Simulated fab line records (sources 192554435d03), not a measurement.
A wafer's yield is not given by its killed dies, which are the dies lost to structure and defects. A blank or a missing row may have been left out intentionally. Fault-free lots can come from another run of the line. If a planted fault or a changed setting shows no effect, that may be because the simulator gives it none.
2 desks, one fault / flow n5 finfet / numbers are kept per desk, each desk with only its own; the story behind them comes last

== TOOL OWNER'S DESK, rie diel-04 ==
The tool's own readings at N5_BEOL_M12_ETCH_59 (etches BARC in N2/H2, target depth 89 nm, overetch 26.7 nm, time 67.9 s): means of the sampled wafers that have a number, for each lot that ran on this tool. If a lot's mean is further than 4 standard deviations from the usual mean, the lot is out of limits and carries the mark OUT (the distance appears in the brackets). Shown are 7 of the 8 readings it has, namely the first that went out of limits plus those furthest out on some lot.
Columns: A = chamber pressure mTorr at N5_BEOL_M12_ETCH_59, usual 30.002 mTorr; B = drypump motor current A at N5_BEOL_M12_ETCH_59, usual 5.8 A; C = h2 flow sccm at N5_BEOL_M12_ETCH_59, usual 199.9 sccm; D = n2 flow sccm at N5_BEOL_M12_ETCH_59, usual 200.0 sccm; E = oes product au at N5_BEOL_M12_ETCH_59, usual 0.67 a.u.; F = showerhead plenum p Torr at N5_BEOL_M12_ETCH_59, usual 2.52 Torr; G = throttle valve pct at N5_BEOL_M12_ETCH_59, usual 17.90 %
lot=L239; first seen here=day 11 19:38; A=29.978; B=5.7; C=199.4; D=200.8; E=0.70; F=2.54; G=17.69
lot=L252; first seen here=day 15 03:01; A=30.006; B=5.5; C=185.9 (-22) OUT; D=199.9; E=0.66; F=2.46; G=17.49
lot=L255; first seen here=day 15 18:53; A=29.993; B=5.6; C=193.0 (-11) OUT; D=200.2; E=0.65; F=2.55; G=17.78
Finding of this desk: L252, L255 out of limits; the first was L252 at day 15 03:01, on h2 flow sccm at N5_BEOL_M12_ETCH_59. L239: within limits.

== FROM THE METROLOGY DESK ==
Means of the sampled wafers that have a number, per lot and without regard to the tool the lot ran on: this is what the gauges read. If a lot's mean is further than 4 standard deviations from the usual mean, the lot is out of limits and carries the mark OUT (the distance appears in the brackets).
Columns: A = V11_OVL at N5_BEOL_M12_OVL_MEAS_11, usual 0 nm
lot=L238; first seen here=day 11 08:23; A=-0
lot=L239; first seen here=day 11 19:33; A=6
lot=L240; first seen here=day 12 05:08; A=0
lot=L243; first seen here=day 12 17:28; A=1
lot=L245; first seen here=day 13 05:10; A=2
lot=L251; first seen here=day 14 21:07; A=-6
lot=L252; first seen here=day 15 02:47; A=3
lot=L256; first seen here=day 15 18:45; A=1
lot=L255; first seen here=day 15 18:47; A=-0
lot=L257; first seen here=day 16 16:20; A=-5
lot=L261; first seen here=day 16 20:53; A=2
This desk's verdict: no lot among the 11 shows anything out of limits.

== PUT TOGETHER ==
On L252, L255, at day 15 03:01, an alarm was possible from the tool owner's desk.
The metrology desk saw nothing out of limits.
The metrology desk holds a record of L252, L255, inside its limits.
N5_BEOL_M12_ETCH_59 was run on rie diel-04 by each of the lots named.

== WHAT THE SIMULATOR PUT IN ==
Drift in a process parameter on rie diel-04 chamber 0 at N5_BEOL_M12_ETCH_59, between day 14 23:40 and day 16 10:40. Setting h2 flow sccm shifted by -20 from 200. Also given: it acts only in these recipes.
Struck lots among those shown: L252, L255.
Hours from the fault's start to each desk's first reading out of limits: the tool owner's desk, 3.
